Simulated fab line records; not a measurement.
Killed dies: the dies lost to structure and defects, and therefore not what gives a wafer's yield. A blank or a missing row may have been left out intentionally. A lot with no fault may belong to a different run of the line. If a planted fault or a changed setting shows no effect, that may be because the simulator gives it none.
Chamber matching + flow n5Finfet + 4 sister chambers for N5_FIN_CUT_ETCH_20 on rieDiel-06
The step etches SiARC in CF4, target depth 26 nm, time 43.3 s. 16 wafers are shown with their chamber, then 8 later ones without.

== WAFERS PAIRED WITH THEIR CHAMBERS ==
| wafer  | chamber | throttleValvePct (%) | showerheadPlenumPTorr (Torr) | oesProductAu (a.u.) |
|--------|---------|----------------------|------------------------------|---------------------|
| L076.1 | 0       | 15.20                | 2.10                         | 0.83                |
| L076.2 | 3       | 15.65                | 2.06                         | 0.67                |
| L076.4 | 2       | 15.80                | 2.15                         | 0.67                |
| L080.1 | 0       | 15.23                | 2.10                         | 0.81                |
| L080.2 | 3       | 15.65                | 2.06                         | 0.67                |
| L080.4 | 2       | 15.81                | 2.15                         | 0.67                |
| L085.1 | 2       | 15.85                | 2.14                         | 0.66                |
| L085.3 | 1       | 15.56                | 2.07                         | 0.63                |
| L085.5 | 1       | 15.54                | 2.07                         | 0.62                |
| L086.1 | 0       | 15.27                | 2.10                         | 0.77                |
| L086.2 | 1       | 15.55                | 2.07                         | 0.62                |
| L086.3 | 2       | 15.87                | 2.14                         | 0.65                |
| L089.3 | 1       | 15.58                | 2.06                         | 0.62                |
| L089.5 | 3       | 15.71                | 2.05                         | 0.65                |
| L089.6 | 0       | 15.27                | 2.09                         | 0.77                |
| L093.1 | 3       | 15.70                | 2.05                         | 0.64                |

SIGNATURES (averages over the wafers above)
| reading               | chamber 0 | chamber 1 | chamber 2 | chamber 3 | scatter within a chamber |
|-----------------------|-----------|-----------|-----------|-----------|--------------------------|
| throttleValvePct      | 15.2425   | 15.5575   | 15.8325   | 15.6775   | 0.0299                   |
| showerheadPlenumPTorr | 2.0975    | 2.0675    | 2.1450    | 2.0550    | 0.0054                   |
| oesProductAu          | 0.7950    | 0.6225    | 0.6625    | 0.6575    | 0.0176                   |
Rule: for a wafer and a chamber, the distance is found by dividing, reading by reading, the gap between the wafer's reading and the chamber's mean by the reading's scatter, squaring, summing and taking the root. If the next closest chamber is less than 2 further off than the closest, the wafer can't be placed; otherwise it belongs to the closest. The scatter is the square root of a quotient: the sum, over the shown wafers, of each reading's squared deviation from its chamber's mean, divided by wafers minus chambers.

== WAFERS WITH NO CHAMBER GIVEN ==
| wafer  | throttleValvePct (%) | showerheadPlenumPTorr (Torr) | oesProductAu (a.u.) |
|--------|----------------------|------------------------------|---------------------|
| L093.2 | 15.86                | 2.14                         | 0.65                |
| L093.4 | 15.57                | 2.06                         | 0.61                |
| L094.1 | 15.60                | 2.06                         | 0.62                |
| L094.2 | 15.89                | 2.14                         | 0.64                |
| L094.4 | 15.71                | 2.05                         | 0.64                |
| L095.2 | 15.29                | 2.09                         | 0.76                |
| L095.3 | 15.88                | 2.14                         | 0.64                |
| L095.4 | 15.72                | 2.05                         | 0.65                |

== EACH ONE'S CHAMBER ==
| wafer  | from the rows above     | in truth |
|--------|-------------------------|----------|
| L093.2 | 2                       | 2        |
| L093.4 | 1                       | 1        |
| L094.1 | can't be placed: 1 or 3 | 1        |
| L094.2 | 2                       | 2        |
| L094.4 | 3                       | 3        |
| L095.2 | 0                       | 0        |
| L095.3 | 2                       | 2        |
| L095.4 | 3                       | 3        |
Placed correctly: 7 of 8. Not placeable from these rows: 1 (in 1, the candidates include the true chamber). Placed wrongly: 0.
